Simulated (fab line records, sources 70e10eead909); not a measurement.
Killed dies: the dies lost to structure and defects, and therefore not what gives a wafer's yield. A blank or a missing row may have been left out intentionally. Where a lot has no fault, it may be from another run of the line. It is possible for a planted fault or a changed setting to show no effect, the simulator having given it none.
A struck lot beside a sound one + flow nand-harc + 17 out of 1302 route steps
Sound: the wafers L211.1, L211.3, L211.5. Wafers L214.3, L214.5, L214.6 were the ones struck. At the end, the cause is stated.
For every step that has rows: the tool of each side, followed by ch and its chambers, followed by its first start. Under that, the readings that differ: sound wafers + struck wafers + difference of the means + sigmas: that difference in standard deviations of wafers without a fault.
alike: same words and numbers on both sides, and readings whose means sit less than 2 such deviations apart. not compared: any withheld reading, any reading some wafer has no value for, any bound like >300 that may hide the same value, and any number with overlapping values for which the record gives no deviation.
Wherever a step has rows on one side only, a row that says differs or no value, or a row with sigmas, the two part there. Numbers that have no deviation but don't overlap get no sigmas and don't part them. A reading missing from all wafers of one side parts the sides only when that side holds two or more wafers.

NHARC_P_GATE_CD_MEAS_59 targets a cd of 720 nm.
  sound on cd-sem-01 ch 0, day 7 08:54; struck on cd-sem-03 ch 0, day 8 12:01
  alike: cd-nm
then, 1 step without rows for these wafers: NHARC_P_GATE_HARDBAKE_60 (time 80 s).
NHARC_P_GATE_DESCUM_61: chemistry O2, time 3 s.
  sound on rie-diel-06 ch 0,1, day 7 09:04; struck on rie-diel-11 ch 0,3, day 8 12:11
  alike: drypump-motor-current-A, oes-product-au, rf-vpp-V, showerhead-plenum-p-Torr, throttle-valve-pct
  not compared: rf-hours-counter-h
next, for these wafers, 1 step has no rows: NHARC_P_GATE_IMPLANT_62.
NHARC_P_GATE_STRIP_112: strips in N2/H2, time 200 s.
  sound on plasma-asher-02 ch 0,1, day 7 09:39; struck on plasma-asher-02 ch 0,1, day 8 12:41
  alike: drypump-motor-current-A, heater-power-w, temp-c
  not compared: rf-hours-counter-h
NHARC_P_GATE_STRIP_76: strips in O2.
  sound on plasma-asher-02 ch 0,1, day 7 09:55; struck on plasma-asher-02 ch 0,1, day 8 12:50
  alike: drypump-motor-current-A, heater-power-w, temp-c
  not compared: rf-hours-counter-h
then, 6 steps without rows for these wafers: NHARC_P_GATE_STRIP_63 (strips in SPM, time 900 s); NHARC_P_GATE_DEHYDRATE_83 (time 120 s); NHARC_P_GATE_HMDS_84 (time 30 s); NHARC_P_GATE_COAT_85; NHARC_P_GATE_SOFTBAKE_86 (time 95 s); NHARC_P_GATE_EBR_87.
NHARC_P_GATE_EXPOSE_88: exposes mask P HVN, target cd 2000 nm.
  sound on krf-scanner-03 ch 0, day 7 10:33; struck on krf-scanner-01 ch 0, day 8 13:35
| reading | sound                   | struck                           | difference | sigmas |
|---------|-------------------------|----------------------------------|------------|--------|
| mask    | P_HVN#0 P_HVN#0 P_HVN#0 | P_HVN_R1#0 P_HVN_R1#0 P_HVN_R1#0 | differs    |        |
then, 2 steps without rows for these wafers: NHARC_P_GATE_PEB_89 (peb time 85 s); NHARC_P_GATE_DEVELOP_90 (time 70 s).
NHARC_P_GATE_CD_MEAS_91 targets a cd of 2000 nm.
  sound on cd-sem-02 ch 0, day 7 10:42; struck on cd-sem-02 ch 0
| reading    | sound                | struck               | difference | sigmas |
|------------|----------------------|----------------------|------------|--------|
| cd-nm (nm) | 1999.8 2001.8 2000.9 | 2080.9 2082.9 2081.0 | +80.8      | +62    |
  not compared: hold
next, for these wafers, 1 step has no rows: NHARC_END_SORT_01.

WHERE THEY PART
Earliest at NHARC_P_GATE_EXPOSE_88; latest, in this record, at NHARC_P_GATE_CD_MEAS_91.

WHY: what the simulator had put in
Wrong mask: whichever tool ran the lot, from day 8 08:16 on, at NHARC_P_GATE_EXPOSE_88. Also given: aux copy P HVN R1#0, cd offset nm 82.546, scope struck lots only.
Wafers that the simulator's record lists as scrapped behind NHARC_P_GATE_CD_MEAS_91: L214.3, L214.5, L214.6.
